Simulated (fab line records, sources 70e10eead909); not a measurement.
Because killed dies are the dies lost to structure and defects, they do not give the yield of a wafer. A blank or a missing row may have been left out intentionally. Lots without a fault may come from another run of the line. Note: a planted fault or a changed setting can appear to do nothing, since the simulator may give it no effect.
fab line records	flow nand-harc	part 1 of 2: steps 1 to 4 of 6
record lots=19	wafers=57	last-day=24
route steps=1159 shown A_STAIRCASE@580
lots that met no fault: taken from a fault-free run of the same line
start-h: the number of hours between the record's first day and the start of the first shown wafer of the lot	wait-h: hours from the lot's prior step to this one	" repeats the value in the row above	L1.1+2: one row covering several wafers at once	- no value, or no start given	* or withheld: withheld	< > ~ a bound
route shown NAME@n: a module of which the file shows steps, and the number in the route of the first	usual: mean/standard deviation taken from wafers without a fault	same: alike in all rows	chamber/n: place in a boat	sites: readings site by site	_std_site: how widely they spread, as a standard deviation	_edge_site: mean of outer sites minus mean of inner sites	radius-mm: for every site, how far away it sits from the centre of the wafer	mask NAME#n: copy n	behind: tool/chamber where the wafer was last shaped	hold: what put the lot on hold/how long, in hours/how the hold closed	device: names the non-switching transistor (n, p or np)	end of line: the route-end tests of the same wafers	a step given without rows: its recipe and nothing more	killed: dies lost to structure and defects at the first sort, not the wafer's yield	map: a wafer's dies, marking killed ones x, the rest . and places with no die _
set.NAME: setting as actually run; set.NAME@STEP: the setting as run at that earlier step	model.NAME: the simulator's own value behind a step, which no gauge read
the route's steps for a sample of lots (tables are steps, rows are wafers)
services: when a tool's chamber went out of use (start-h, in hours from the record's first day, below 0 if earlier), for how many hours, and the reason
## steps
# step NHARC_A_STAIRCASE_DESCUM_186
# recipe time-s=3	o2-flow-sccm=200	ar-flow-sccm=0	bias-power-w=0	chemistry=O2
# usual drypump-motor-current-A=5.6/0.46	mfc-ar-sccm=0.009/0.011	oes-product-au=0.995/0.0086	rf-vpp-V=58.0/0.94	showerhead-plenum-p-Torr=1.93/0.069	throttle-valve-pct=11.311/0.0097
lot.wafer	tool	chamber	start-h	wait-h	drypump-motor-current-A	mfc-ar-sccm	oes-product-au	rf-hours-counter-h	rf-vpp-V	showerhead-plenum-p-Torr	throttle-valve-pct
L075.4	rie-diel-05	3	240.75	-	5.0	0	0.993	24	58.5	1.97	11.305
L075.3	"	1	"	"	6.5	0.006	0.990	23	58.4	1.83	11.301
L075.5	"	0	"	"	5.2	0	0.987	-	55.9	1.85	11.322
L076.2	rie-diel-04	0	254.05	-	5.4	0	1.009	48	57.7	1.86	11.301
L076.1	"	2	"	"	5.1	0.006	1.007	51	58.5	1.93	11.305
L076.5	"	0	"	"	5.4	0	1.002	-	57.9	1.86	11.318
L077.4	rie-diel-05	2	254.34	-	5.6	0	0.991	28	56.5	1.91	11.307
L077.3	"	3	"	"	5.0	0	0.984	29	58.4	1.97	11.331
L077.1	"	1	"	"	6.5	0.006	0.989	28	58.5	1.83	11.317
L080.3	rie-diel-02	1	268.97	-	5.8	0.032	0.997	38	56.8	1.90	11.306
L080.4	"	2	"	"	6.2	0.012	1.008	45	58.5	2.01	11.312
L080.5	"	1	"	"	5.8	0.032	1.000	-	57.8	1.90	11.328
L079.2	rie-diel-02	0	273.89	-	5.6	0.016	0.998	44	59.2	2.03	11.308
L079.5	"	0	"	"	5.6	0.016	1.006	-	59.6	2.03	11.291
L079.6	"	1	"	"	5.8	0.032	0.986	-	59.0	1.90	11.308
L078.1	rie-diel-02	1	274.19	-	5.9	0.032	0.980	42	57.8	1.90	11.306
L078.3	"	2	"	"	6.2	0.012	0.996	49	57.6	2.01	11.318
L078.2	"	3	"	"	4.9	0	1.003	47	57.6	1.90	11.314
L082.4	rie-diel-02	2	295.34	-	6.2	0.012	0.990	54	58.7	2.00	11.303
L082.2	"	3	"	"	4.9	0	0.995	53	58.0	1.89	11.298
L082.3	"	1	"	"	5.8	0.032	0.989	48	58.9	1.89	11.306
L083.2	rie-diel-02	1	296.40	-	5.8	0.032	0.992	49	56.1	1.89	11.324
L083.1	"	3	"	"	5.0	0	0.992	53	58.3	1.90	11.304
L083.6	"	1	"	"	5.8	0.032	0.989	-	58.3	1.89	11.305
L084.2	rie-diel-05	1	308.18	-	6.5	0.006	0.982	46	57.5	1.83	11.303
L084.4	"	2	"	"	5.6	0	0.978	43	57.2	1.90	11.301
L084.5	"	0	"	"	5.3	0	0.972	-	58.0	1.84	11.303
L086.2	rie-diel-05	3	317.23	-	5.0	0	0.987	51	55.8	1.96	11.310
L086.6	"	0	"	"	5.3	0	0.985	-	57.1	1.84	11.304
L086.5	"	1	"	"	6.5	0.006	0.986	-	57.6	1.83	11.308
L085.1	rie-diel-05	0	323.24	-	5.3	0	0.985	56	56.5	1.84	11.315
L085.4	"	1	"	"	6.5	0.006	1.003	53	58.6	1.82	11.307
L085.6	"	3	"	"	5.0	0	0.990	-	59.0	1.96	11.323
L088.4	rie-diel-04	3	331.45	-	5.8	0.021	1.004	7	57.9	1.97	11.320
L088.1	"	1	"	"	5.5	0	1.003	6	59.6	2.05	11.318
L088.6	"	2	"	"	5.1	0.006	0.998	-	56.9	1.92	11.313
L089.3	rie-diel-04	2	332.16	-	5.1	0.006	1.012	7	56.7	1.92	11.305
L089.4	"	0	"	"	5.3	0	1.005	7	58.3	1.85	11.294
L089.6	"	2	"	"	5.1	0.006	1.004	-	57.8	1.92	11.314
L093.1	rie-diel-04	1	345.01	-	5.5	0	0.995	12	57.8	2.05	11.305
L093.2	"	3	"	"	5.7	0.021	0.997	13	57.7	1.97	11.324
L093.6	"	0	"	"	5.4	0	1.009	-	57.2	1.85	11.302
L090.2	rie-diel-04	2	345.47	-	5.1	0.006	0.992	14	56.0	1.92	11.305
L090.4	"	3	"	"	5.8	0.021	1.003	13	59.4	1.97	11.314
L090.5	"	3	"	"	5.8	0.021	0.991	-	58.0	1.97	11.309
L092.3	rie-diel-02	3	351.51	-	4.9	0	1.004	9	56.2	1.89	11.316
L092.1	"	1	"	"	5.8	0.032	0.985	8	58.2	1.89	11.320
L092.6	"	2	"	"	6.2	0.012	0.999	-	58.5	2.00	11.317
L095.3	rie-diel-04	0	360.32	-	5.4	0	1.008	20	56.9	1.85	11.305
L095.2	"	2	"	"	5.0	0.006	1.004	23	57.0	1.92	11.304
L095.6	"	2	"	"	5.1	0.006	1.008	-	57.3	1.92	11.300
L096.3	rie-diel-02	0	366.76	-	5.6	0.016	0.995	16	58.3	2.02	11.325
L096.2	"	1	"	"	5.8	0.032	0.997	15	57.2	1.89	11.310
L096.4	"	0	"	"	5.6	0.016	0.994	-	58.1	2.01	11.323
L097.4	rie-diel-02	3	378.81	-	4.9	0	1.004	17	57.7	1.88	11.296
L097.1	"	1	"	"	5.8	0.032	0.988	20	58.1	1.88	11.320
L097.2	"	2	"	"	6.2	0.012	1.002	20	57.3	1.99	11.324
# step NHARC_A_STAIRCASE_STRIP_205
# recipe power-w=1500	temp-c=250	chemistry=O2
# usual drypump-motor-current-A=6.17/0.2	heater-power-w=328/18
lot.wafer	tool	chamber	start-h	wait-h	drypump-motor-current-A	heater-power-w	rf-hours-counter-h
L075.4	plasma-asher-01	0	243.18	0.2	6.35	354	-
L075.3	"	1	"	"	5.98	314	-
L075.5	"	0	"	"	6.36	362	-
L077.1	plasma-asher-02	1	257.70	0.1	6.02	340	21
L077.4	"	0	"	"	6.38	303	-
L077.3	"	1	"	"	6.02	346	-
L076.1	plasma-asher-01	1	257.78	0.1	5.98	320	52
L076.2	"	0	"	"	6.36	370	52
L076.5	"	0	"	"	6.36	356	-
L080.4	plasma-asher-01	1	272.88	0.2	6.00	321	-
L080.3	"	0	"	"	6.36	365	-
L080.5	"	0	"	"	6.36	357	-
L079.2	plasma-asher-01	0	285.70	9.6	6.37	337	0
L079.5	"	1	"	"	5.97	321	-
L079.6	"	0	"	"	6.37	345	-
L078.1	plasma-asher-01	0	286.48	9.7	6.36	341	1
L078.2	"	1	"	"	5.98	312	1
L078.3	"	0	"	"	6.35	343	-
L082.2	plasma-asher-01	1	299.21	1.1	6.00	325	13
L082.3	"	1	"	"	5.99	316	-
L082.4	"	0	"	"	6.35	339	-
L083.2	plasma-asher-01	0	300.39	0.7	6.37	340	14
L083.1	"	1	"	"	5.95	320	14
L083.6	"	1	"	"	5.96	313	-
L084.2	plasma-asher-01	0	310.96	0.4	6.35	338	20
L084.4	"	1	"	"	5.98	315	-
L084.5	"	0	"	"	6.35	345	-
L086.2	plasma-asher-01	1	320.81	0.1	5.99	311	25
L086.6	"	0	"	"	6.35	338	-
L086.5	"	1	"	"	5.99	312	-
L085.1	plasma-asher-01	1	325.68	0.2	5.98	311	27
L085.4	"	0	"	"	6.35	345	-
L085.6	"	1	"	"	5.96	323	-
L088.1	plasma-asher-02	0	334.76	0.1	6.39	289	34
L088.4	"	1	"	"	6.01	343	-
L088.6	"	0	"	"	6.39	287	-
L089.4	plasma-asher-02	1	335.08	0.4	5.98	342	-
L089.3	"	0	"	"	6.41	310	-
L089.6	"	0	"	"	6.41	289	-
L093.2	plasma-asher-01	0	349.81	0.1	6.35	334	34
L093.1	"	1	"	"	5.98	312	34
L093.6	"	0	"	"	6.36	351	-
L090.2	plasma-asher-01	0	351.08	0.1	6.34	337	35
L090.4	"	0	"	"	6.38	338	-
L090.5	"	1	"	"	5.96	324	-
L092.1	plasma-asher-01	0	354.18	0.1	6.36	338	36
L092.3	"	1	"	"	5.97	315	-
L092.6	"	0	"	"	6.36	339	-
L095.2	plasma-asher-01	0	362.98	0.2	6.36	342	41
L095.3	"	0	"	"	6.36	343	-
L095.6	"	1	"	"	5.98	315	-
L096.2	plasma-asher-01	1	369.16	0.1	5.97	321	45
L096.3	"	1	"	"	5.97	318	-
L096.4	"	0	"	"	6.37	333	-
L097.2	plasma-asher-01	1	381.84	0.1	5.98	312	49
L097.1	"	0	"	"	6.35	344	49
L097.4	"	1	"	"	5.99	313	-
# step NHARC_A_STAIRCASE_ETCH_236
# recipe target-depth-a=1000	time-s=40.5	ion-energy-ev=400	c4f8-flow-sccm=20	o2-flow-sccm=10	ar-flow-sccm=withheld	rf-w=600	bias-w=1000	chemistry=C4F8/O2
# usual bias-w=1000/3.2	oes-product-au=0.935/0.0097	rf-vpp-V=896/4.3
lot.wafer	tool	chamber	start-h	wait-h	bias-w	oes-product-au	rf-hours-counter-h	rf-vpp-V
L075.4	rie-diel-05	2	-	-	1001	0.928	27	896
L075.3	"	0	"	"	998	0.935	28	893
L075.5	"	2	"	"	1003	0.930	-	896
L077.4	rie-diel-04	3	-	-	1003	0.952	53	899
L077.3	"	0	"	"	1001	0.935	52	894
L077.1	"	1	"	"	999	0.935	51	904
L076.2	rie-diel-05	3	-	-	1005	0.962	33	899
L076.1	"	0	"	"	998	0.954	34	893
L076.5	"	1	"	"	1000	0.940	-	890
L080.4	rie-diel-02	2	-	-	1000	0.964	50	901
L080.3	"	0	"	"	995	0.945	45	904
L080.5	"	3	"	"	1001	0.946	-	893
L079.2	rie-diel-02	2	-	-	996	0.921	52	902
L079.6	"	3	"	"	1004	0.937	-	895
L079.5	"	0	"	"	999	0.925	-	904
L078.1	rie-diel-05	1	-	-	999	0.933	39	890
L078.3	"	2	"	"	991	0.930	37	896
L078.2	"	3	"	"	999	0.942	38	897
L082.3	rie-diel-05	1	-	-	996	0.937	44	891
L082.2	"	2	"	"	1004	0.924	41	896
L082.4	"	0	"	"	1003	0.932	45	892
L083.1	rie-diel-05	2	-	-	1004	0.927	43	896
L083.2	"	0	"	"	999	0.934	47	890
L083.6	"	1	"	"	1003	0.938	-	891
L084.4	rie-diel-05	1	-	-	997	0.927	49	892
L084.2	"	0	"	"	1004	0.923	51	891
L084.5	"	2	"	"	1004	0.919	-	895
L086.2	rie-diel-02	1	-	-	1005	0.927	61	895
L086.5	"	2	"	"	999	0.929	-	901
L086.6	"	3	"	"	1001	0.924	-	894
L085.1	rie-diel-05	0	-	-	1005	0.924	59	892
L085.4	"	0	"	"	1008	0.926	-	891
L085.6	"	1	"	"	995	0.930	-	890
L088.4	rie-diel-05	3	-	-	1004	0.915	61	900
L088.1	"	2	"	"	1009	0.916	55	895
L088.6	"	3	"	"	1000	0.927	-	898
L089.4	rie-diel-05	1	-	-	998	0.933	60	889
L089.3	"	3	"	"	999	0.916	61	898
L089.6	"	0	"	"	1000	0.926	-	893
L093.1	rie-diel-04	2	-	-	1006	0.942	19	896
L093.2	"	0	"	"	1002	0.935	17	890
L093.6	"	2	"	"	1004	0.937	-	898
L090.2	rie-diel-02	1	-	-	1001	0.937	9	893
L090.4	"	0	"	"	1002	0.912	10	903
L090.5	"	2	"	"	1000	0.933	-	902
L092.1	rie-diel-05	3	-	-	998	0.939	5	899
L092.3	"	2	"	"	1003	0.929	3	894
L092.6	"	3	"	"	998	0.936	-	899
L095.2	rie-diel-04	1	-	-	1002	0.947	22	904
L095.3	"	2	"	"	1004	0.946	24	896
L095.6	"	3	"	"	999	0.949	-	899
L096.4	rie-diel-04	2	-	-	994	0.942	26	896
L096.2	"	0	"	"	999	0.925	25	892
L096.3	"	1	"	"	1007	0.930	24	905
L097.2	rie-diel-05	3	-	-	998	0.928	15	899
L097.4	"	0	"	"	1001	0.929	15	891
L097.1	"	1	"	"	999	0.940	15	889
# step NHARC_A_STAIRCASE_ETCH_292
# recipe cf4-flow-sccm=100	chf3-flow-sccm=30	ar-flow-sccm=0	rf-w=500	bias-w=200	chemistry=CF4/CHF3
# usual bias-w=200.0/0.57	cf4-flow-sccm=100.0/0.3	chf3-flow-sccm=30.01/0.095	drypump-motor-current-A=5.6/0.49	mfc-ar-sccm=0.006/0.0089	oes-product-au=0.940/0.02	rf-vpp-V=370.5/1.9	showerhead-plenum-p-Torr=1.57/0.054	throttle-valve-pct=16.802/0.0091
lot.wafer	tool	chamber	start-h	wait-h	bias-w	cf4-flow-sccm	chf3-flow-sccm	drypump-motor-current-A	mfc-ar-sccm	oes-product-au	rf-hours-counter-h	rf-vpp-V	showerhead-plenum-p-Torr	throttle-valve-pct
L075.4	rie-diel-02	1	253.32	0.1	199.4	99.6	30.06	5.8	0.032	0.963	33	370.9	1.56	16.804
L075.3	"	3	"	"	201.3	100.3	30.07	4.9	0	0.972	40	369.6	1.56	16.780
L075.5	"	1	"	"	199.2	99.8	29.99	5.8	0.032	0.970	-	370.0	1.56	16.795
L077.4	rie-diel-04	3	268.20	0.6	199.5	100.1	29.98	5.7	0.021	0.921	55	371.0	1.62	16.806
L077.3	"	0	"	"	199.8	100.0	30.18	5.4	0	0.935	53	369.1	1.53	16.799
L077.1	"	2	"	"	200.5	100.3	29.95	5.1	0.006	0.924	55	371.0	1.58	16.795
L076.2	rie-diel-05	2	268.22	0.1	200.6	100.4	29.88	5.7	0	0.966	32	370.8	1.57	16.812
L076.1	"	1	"	"	199.9	99.7	30.04	6.5	0.006	0.958	33	366.7	1.51	16.804
L076.5	"	2	"	"	199.7	100.7	29.93	5.7	0	0.965	-	372.2	1.57	16.803
L080.3	rie-diel-05	2	295.89	0.1	199.5	99.4	30.19	5.6	0	0.918	38	370.5	1.57	16.810
L080.4	"	1	"	"	199.3	99.8	29.92	6.4	0.006	0.918	40	367.5	1.51	16.793
L080.5	"	2	"	"	199.8	99.6	30.05	5.6	0	0.917	-	370.2	1.57	16.792
L079.2	rie-diel-02	1	297.37	0.2	199.8	100.0	30.03	5.8	0.032	0.935	49	370.6	1.56	16.802
L079.5	"	2	"	"	200.8	100.2	30.08	6.2	0.012	0.938	-	372.3	1.64	16.791
L079.6	"	3	"	"	199.8	100.2	30.20	4.9	0	0.934	-	369.1	1.56	16.815
L078.2	rie-diel-05	3	297.94	0.1	199.9	99.9	30.03	5.0	0	0.923	41	371.9	1.61	16.798
L078.3	"	0	"	"	199.3	100.4	30.01	5.3	0	0.923	43	367.9	1.52	16.801
L078.1	"	1	"	"	200.0	99.8	29.98	6.5	0.006	0.919	42	367.3	1.51	16.807
L082.2	rie-diel-05	0	310.16	0.1	200.0	100.1	30.13	5.3	0	0.956	49	368.1	1.52	16.818
L082.4	"	1	"	"	200.5	99.6	30.09	6.5	0.006	0.956	47	367.4	1.51	16.795
L082.3	"	2	"	"	200.3	100.4	30.00	5.6	0	0.975	44	369.8	1.57	16.788
L083.1	rie-diel-05	1	312.04	0.1	200.3	99.4	29.98	6.5	0.006	0.965	47	369.1	1.51	16.818
L083.2	"	3	"	"	200.0	100.0	29.90	5.0	0	0.953	46	371.3	1.61	16.804
L083.6	"	2	"	"	200.2	100.4	30.01	5.6	0	0.967	-	370.6	1.57	16.797
L084.2	rie-diel-05	2	322.01	0.1	200.1	99.9	29.85	5.6	0	0.921	50	369.5	1.57	16.807
L084.4	"	0	"	"	199.9	100.0	30.01	5.3	0	0.926	55	368.7	1.51	16.801
L084.5	"	1	"	"	199.9	99.8	30.05	6.5	0.006	0.920	-	368.4	1.50	16.804
L086.2	rie-diel-05	1	330.45	0.2	199.5	99.8	30.05	6.4	0.006	0.931	56	367.7	1.50	16.810
L086.5	"	3	"	"	199.7	100.0	30.24	5.0	0	0.932	-	370.6	1.61	16.791
L086.6	"	0	"	"	200.6	99.7	30.00	5.2	0	0.936	-	369.1	1.51	16.792
L085.4	rie-diel-05	2	335.63	0.1	199.4	100.1	30.06	5.7	0	0.918	53	369.4	1.56	16.811
L085.1	"	0	"	"	200.8	100.3	29.85	5.3	0	0.964	61	368.0	1.51	16.811
L085.6	"	2	"	"	200.9	99.6	29.95	5.6	0	0.911	-	371.0	1.56	16.803
L089.3	rie-diel-04	3	345.41	0.1	199.2	100.0	30.05	5.7	0.021	0.948	13	371.9	1.62	16.773
L089.4	"	1	"	"	200.9	99.3	29.83	5.5	0	0.935	13	374.7	1.68	16.814
L089.6	"	3	"	"	199.3	100.0	30.03	5.7	0.021	0.944	-	372.4	1.62	16.795
L088.4	rie-diel-04	0	346.86	0.8	200.6	100.4	29.89	5.4	0	0.918	14	369.0	1.53	16.803
L088.1	"	3	"	"	201.2	100.4	29.82	5.7	0.021	0.933	14	373.1	1.62	16.783
L088.6	"	0	"	"	200.4	100.0	29.86	5.4	0	0.915	-	368.9	1.52	16.804
L093.1	rie-diel-05	3	359.13	0.1	200.2	100.0	30.12	5.0	0	0.948	5	371.3	1.61	16.797
L093.2	"	2	"	"	200.8	100.4	29.98	5.6	0	0.953	3	371.6	1.56	16.796
L093.6	"	3	"	"	201.0	99.9	30.04	5.0	0	0.942	-	371.0	1.61	16.805
L090.2	rie-diel-05	3	364.26	0.1	200.0	99.8	29.95	5.0	0	0.950	6	372.1	1.61	16.797
L090.4	"	2	"	"	200.5	100.2	29.94	5.7	0	0.948	5	370.4	1.56	16.802
L090.5	"	0	"	"	199.7	100.4	30.04	5.3	0	0.961	-	367.6	1.51	16.806
L092.1	rie-diel-05	1	368.13	0.1	200.4	100.2	29.92	6.5	0.006	0.945	7	368.8	1.50	16.801
L092.3	"	3	"	"	199.3	100.1	29.93	5.0	0	0.972	7	371.3	1.61	16.796
L092.6	"	2	"	"	201.1	99.6	30.05	5.6	0	0.947	-	371.9	1.56	16.807
L095.3	rie-diel-02	2	375.83	0.2	200.7	100.4	30.12	6.2	0.012	0.927	19	373.2	1.64	16.790
L095.2	"	0	"	"	199.4	100.0	29.96	5.6	0.016	0.924	20	372.6	1.65	16.803
L095.6	"	2	"	"	199.9	99.9	30.15	6.2	0.012	0.925	-	372.8	1.64	16.795
L096.3	rie-diel-02	0	381.36	0.1	199.9	100.1	30.00	5.6	0.016	0.925	22	373.7	1.65	16.814
L096.4	"	1	"	"	199.8	100.1	29.88	5.8	0.032	0.932	21	369.6	1.55	16.805
L096.2	"	2	"	"	199.7	100.3	30.02	6.2	0.012	0.945	21	373.4	1.64	16.805
L097.2	rie-diel-04	0	391.92	0.1	200.1	99.9	29.79	5.4	0	0.952	33	368.4	1.52	16.813
L097.1	"	2	"	"	198.9	100.2	29.98	5.1	0.006	0.968	34	371.1	1.57	16.801
L097.4	"	3	"	"	199.5	99.9	29.97	5.8	0.021	0.963	33	372.4	1.61	16.799
